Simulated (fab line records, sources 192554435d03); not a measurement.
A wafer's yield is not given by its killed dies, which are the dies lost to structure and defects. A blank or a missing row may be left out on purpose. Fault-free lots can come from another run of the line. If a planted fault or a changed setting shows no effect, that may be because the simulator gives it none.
Comparing a struck lot with a sound one || flow n5Finfet || 15 out of 1938 route steps
Sound: wafers L901.1, L901.3, L901.6. Struck: wafer L916.1 (left out: L916.3, a lot-mate that was not struck); the cause follows at the end.
Order at every step that has rows: each side's tool, ch and its chambers, its first start. Under that, the readings that differ: sound wafers || struck wafers || difference of the means || sigmas: that difference in standard deviations of wafers without a fault.
alike: readings with means less than 2 such deviations apart, plus words and numbers identical on both sides. not compared: withheld readings, readings lacking a value on some wafer, bounds such as >300 that could conceal the same value, and numbers that have no deviation in the record and whose values overlap.
The two part at a step that has a row with sigmas, a row that says differs or no value, or rows on one side only. Non-overlapping numbers with no deviation appear without sigmas and do not part them. A reading missing from all wafers of one side parts the sides only when that side holds two or more wafers.

first, 8 steps without rows for these wafers: N5_BEOL_M10_COAT_59 (time 60 s, resist thk 100 nm); N5_BEOL_M10_COAT_60 (time 60 s, resist thk 30 nm); N5_BEOL_M10_COAT_05 (resist thk 90 nm); N5_BEOL_M10_EBR_07; N5_BEOL_M10_SOFTBAKE_06 (time 60 s); N5_BEOL_M10_EXPOSE_08 (exposes mask M10); N5_BEOL_M10_PEB_09 (peb time 60 s); N5_BEOL_M10_DEVELOP_10 (develop time 30 s).
N5_BEOL_M10_CD_MEAS_11: target cd 64.1 nm.
  sound on cdSem-01 ch 0, day 17 14:52; struck on cdSem-03 ch 0, day 20 11:53
  alike: cdNm
N5_BEOL_M10_OVL_MEAS_12:
  sound on overlay-02 ch 0, day 17 14:53; struck on overlay-02 ch 0, day 20 11:55
  alike: M10_OVL
N5_BEOL_M10_INSPECT_13: inspects for defects (brightfield).
  sound on defectInspect-02, day 17 14:55; struck on defectInspect-02, day 20 11:56
  alike: rawDefectCount
N5_BEOL_M10_DESCUM_16: chemistry O2, time 7.9 s.
  sound on rieDiel-03 ch 0,2, day 17 14:57; struck on rieDiel-06 ch 1, day 20 11:58
  alike: drypumpMotorCurrentA, oesProductAu, rfVppV, showerheadPlenumPTorr, throttleValvePct
  not compared: rfHoursCounterH
N5_BEOL_M10_ETCH_61: etches SiARC in CF4, target depth 39 nm, time 65 s.
  sound on rieDiel-03 ch 0,2, day 17 14:59; struck on rieDiel-06 ch 1, day 20 12:01
{"reading": "etchRfOnTimeS (s)", "sound": "64.4 66.9 66.9", "struck": 46.3, "difference": -19.8, "sigmas": -10}
{"reading": "oesProductAu (a.u.)", "sound": "0.81 0.58 0.58", "struck": 0.86, "difference": "+0.20", "sigmas": "+3"}
  alike: drypumpMotorCurrentA, rfVppV, showerheadPlenumPTorr, throttleValvePct
  not compared: rfHoursCounterH
N5_BEOL_M10_ETCH_62: etches SOC in N2/H2, target depth 110 nm, overetch 22 nm, time 165 s.
  sound on rieDiel-03 ch 0,2, day 17 15:02; struck on rieDiel-06 ch 1, day 20 12:04
  alike: drypumpMotorCurrentA, h2FlowSccm, oesProductAu, rfVppV, showerheadPlenumPTorr, throttleValvePct
  not compared: rfHoursCounterH
N5_PASSIVATION_PROBE_49:
  the record holds rows for the sound wafers here (prober-02, day 20 13:14) but none for the struck ones

== WHERE THEY PART ==
Last at N5_PASSIVATION_PROBE_49 as far as this record goes, first at N5_BEOL_M10_ETCH_61.

WHY: whatever the simulator had introduced
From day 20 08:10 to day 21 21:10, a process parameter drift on rieDiel-06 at N5_BEOL_M10_ETCH_61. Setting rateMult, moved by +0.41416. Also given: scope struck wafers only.
